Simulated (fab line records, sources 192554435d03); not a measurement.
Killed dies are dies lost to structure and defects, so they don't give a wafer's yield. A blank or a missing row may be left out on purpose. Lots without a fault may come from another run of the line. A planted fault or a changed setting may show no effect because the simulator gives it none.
Chamber matching | flow n5_finfet | N5_BEOL_M7_ETCH_62 on rie_diel-06: 4 sister chambers
The step etches SOC in N2/H2, target depth 110 nm, overetch 22 nm, time 165 s. 4 wafers are shown with their chamber, then 8 later ones without.

WAFERS WITH THEIR CHAMBER
wafer  | chamber | drypump_motor_current_A (A)
L083.1 | 0       | 6.3
L086.2 | 2       | 4.8
L087.5 | 1       | 5.4
L090.1 | 3       | 4.8

WAFERS WITHOUT THEIR CHAMBER
wafer  | drypump_motor_current_A (A)
L090.3 | 5.4
L090.5 | 6.3
L093.2 | 5.4
L093.3 | 5.4
L093.4 | 4.7
L096.4 | 4.8
L096.5 | 4.7
L096.6 | 6.2

WHICH CHAMBER EACH WENT THROUGH
wafer  | from the rows above     | in truth
L090.3 | 1                       | 1
L090.5 | 0                       | 0
L093.2 | 1                       | 1
L093.3 | 1                       | 1
L093.4 | can't be placed: 2 or 3 | 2
L096.4 | can't be placed: 2 or 3 | 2
L096.5 | can't be placed: 2 or 3 | 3
L096.6 | 0                       | 0
Placed correctly: 5 of 8. Can't be placed from these rows: 3 (the true chamber is among the candidates in 3). Placed wrongly: 0.
How it was worked out, from the rows above alone: a wafer's distance from a chamber is the root of the sum, over the readings, of the square of ((its reading less the chamber's mean) divided by the reading's scatter). The wafer belongs to the nearest chamber; if the next one is less than 2 further off, it can't be placed. A chamber's mean is the mean of its shown wafers. The scatter: with one shown wafer a chamber, the root of the mean of the squares of how far each hidden wafer lies from its nearest shown one.
